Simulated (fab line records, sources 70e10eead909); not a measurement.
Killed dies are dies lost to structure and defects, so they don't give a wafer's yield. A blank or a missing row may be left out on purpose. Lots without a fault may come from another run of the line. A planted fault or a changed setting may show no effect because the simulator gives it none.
Which tool did it? | flow nand_harc | 11 lots, 33 wafers sampled, at 2 steps of a route of 1159

WHAT THE GAUGES READ, wafer by wafer
NHARC_A_M0_CD_MEAS_09: target cd 80 nm.
lot  | measured     | on        | cd_nm (nm)
L165 | day 18 04:02 | cd_sem-02 | 80.5 80.5 80.0
L168 | day 18 04:29 | cd_sem-03 | 80.7 80.6 80.8
L167 | day 18 08:43 | cd_sem-03 | 80.6 80.0 79.6
L170 | day 19 06:22 | cd_sem-01 | 81.2 79.7 80.2
L176 | day 20 07:21 | cd_sem-03 | 80.7 80.2 79.3
L177 | day 20 09:55 | cd_sem-01 | 77.3 76.1 75.8
L175 | day 21 07:48 | cd_sem-03 | 81.5 79.9 80.1
L179 | day 21 08:17 | cd_sem-02 | 76.4 76.2 76.7
L184 | day 22 04:54 | cd_sem-03 | 79.4 79.7 79.7
L185 | day 23 01:07 | cd_sem-02 | 80.5 80.2 80.7
L186 | day 23 02:16 | cd_sem-01 | 80.1 79.5 79.8

WHICH TOOL RAN EACH LOT (tool, then ch and the chambers of the sampled wafers, then the start)
lot  | NHARC_A_M0_EXPOSE_06
L165 | arfi_scanner-02 ch 0, day 18 03:54
L168 | arfi_scanner-01 ch 0, day 18 04:22
L167 | arfi_scanner-01 ch 0, day 18 08:35
L170 | arfi_scanner-02 ch 0, day 19 06:13
L176 | arfi_scanner-02 ch 0, day 20 07:13
L177 | arfi_scanner-02 ch 0, day 20 09:47
L175 | arfi_scanner-01 ch 0, day 21 07:40
L179 | arfi_scanner-02 ch 0, day 21 08:09
L184 | arfi_scanner-03 ch 0, day 22 04:44
L185 | arfi_scanner-01 ch 0, day 23 00:59
L186 | arfi_scanner-01 ch 0, day 23 02:08
- NHARC_A_M0_EXPOSE_06: exposes mask A M0, target cd 80 nm.

THE ANSWER, worked out from the rows above alone
Rule: what is usual is taken from the lots themselves. Put in order of their means at a reading, lots are off if they are a third of the lots or fewer, leave a main group of 4 or more, and stand apart from it by a gap of 3 or more times the standard deviation of the main group's means; of several such gaps the widest counts. A main group whose means are all the same, to the digits that the tables above print for the reading, isn't used. A lot without any number at a reading at which 4 lots or more have one is off too. The other lots that the step has rows for count as sound.
Off: L177, L179, at NHARC_A_M0_CD_MEAS_09 (cd_nm). The main group: mean 80.2 nm, standard deviation 0.34.
A tool fits if, at a process step before that reading, it ran every lot that is off, and no sound lot after the first of them. The gauges at NHARC_A_M0_CD_MEAS_09 are tried like those tools. One fits: arfi_scanner-02 at NHARC_A_M0_EXPOSE_06. Its last sound lot is L176 (day 20 07:13), its first lot that is off L177 (day 20 09:47): a fault that began between those two fits.

WHAT THE SIMULATOR HAD PUT IN
Process parameter drift: arfi_scanner-02, from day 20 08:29 on, at NHARC_A_M0_EXPOSE_06. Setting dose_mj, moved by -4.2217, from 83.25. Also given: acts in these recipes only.
Lots struck among those shown: L177, L179. The rule above found the same.
